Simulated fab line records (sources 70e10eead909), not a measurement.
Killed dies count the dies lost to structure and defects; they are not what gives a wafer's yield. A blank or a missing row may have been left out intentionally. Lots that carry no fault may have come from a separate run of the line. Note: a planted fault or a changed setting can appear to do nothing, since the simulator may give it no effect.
Struck lot and sound lot, side by side | flow nand_harc | 15 steps out of a route of 1302
Sound: these wafers, L864.3, L864.5, L864.6. Wafers L874.1, L874.4, L874.6 were the ones struck. At the end, the cause is stated.
At each step with rows: each side's tool, then ch and its chambers, then its first start. Under that, the readings that differ: sound wafers | struck wafers | difference of the means | sigmas: that difference in standard deviations of wafers without a fault.
alike: same words and numbers on both sides, and readings whose means sit less than 2 such deviations apart. not compared: any withheld reading, any reading some wafer has no value for, any bound like >300 that may hide the same value, and any number with overlapping values for which the record gives no deviation.
The two part at a step that has a row with sigmas, a row that says differs or no value, or rows on one side only. Numbers that don't overlap but have no deviation are shown without sigmas and don't part them. A reading that every wafer of one side lacks parts them only if that side has two wafers or more.

first, 3 steps without rows for these wafers: NHARC_P_GATE_EXPOSE_08 (exposes mask P HV); NHARC_P_GATE_PEB_09 (peb time 85 s); NHARC_P_GATE_DEVELOP_10 (time 70 s).
NHARC_P_GATE_CD_MEAS_11: target cd 1640 nm.
  sound on cd_sem-01 ch 0, day 4 05:29; struck on cd_sem-02 ch 0, day 8 16:19
  alike: cd_nm
then, 1 step without rows for these wafers: NHARC_P_GATE_HARDBAKE_12 (time 80 s).
NHARC_P_GATE_DESCUM_13: chemistry O2, time 3 s.
  sound on rie_diel-08 ch 0,1,2, day 4 05:41; struck on rie_diel-07 ch 0,1,2, day 8 16:31
  alike: drypump_motor_current_A, oes_product_au, rf_vpp_V, showerhead_plenum_p_Torr, throttle_valve_pct
  not compared: rf_hours_counter_h
then, 6 steps without rows for these wafers: NHARC_P_GATE_ETCH_14 (etches SiO2 in dHF, target depth 48.8 nm); NHARC_P_GATE_STRIP_15 (strips in SPM, time 780 s); NHARC_P_GATE_PRECLEAN_71 (cleans in SC1); NHARC_P_GATE_SRD_72; NHARC_P_GATE_OXIDE_16 (material SiO2, target thk 3 nm, ox time 392 s); NHARC_P_GATE_CVD_17 (deposits poly-Si, target thk 150 nm, time 900 s).
NHARC_P_GATE_HM_DEP_102: deposits aC, target thk 120 nm.
  sound on acl_dep-02 ch 0, day 4 19:05; struck on acl_dep-01 ch 0, day 9 11:53
  reading              | sound                | struck | difference                    | sigmas
  susceptor_temp_C (C) | 399.43 399.64 399.39 | - - -  | no value on the struck wafers |
  alike: throttle_valve_pct
NHARC_P_GATE_DEP_103: deposits SiON, target thk 30 nm.
  sound on pecvd-03 ch 0,1,2, day 4 19:34; struck on pecvd-02 ch 0,1,2, day 9 12:34
  alike: heater_power_w, susceptor_temp_C
-- the record jumps here: 20 days lie between the struck wafers' starts before and after (it left off in module P_GATE and takes up again in module END, whose first step shown is number 1302 of the route) --
NHARC_END_SORT_01:
  sound on prober-01 ch 0, day 23 20:47; struck on prober-02 ch 0, day 29 10:58
  alike: killed_at_array, killed_at_other, killed_at_periphery, killed_dies, killed_open, killed_short

== WHERE THEY PART ==
At NHARC_P_GATE_HM_DEP_102 and nowhere else, as far as this record goes. Later steps at which nothing parts them and some readings are alike: NHARC_P_GATE_DEP_103, NHARC_END_SORT_01.

WHY: the cause the simulator had injected
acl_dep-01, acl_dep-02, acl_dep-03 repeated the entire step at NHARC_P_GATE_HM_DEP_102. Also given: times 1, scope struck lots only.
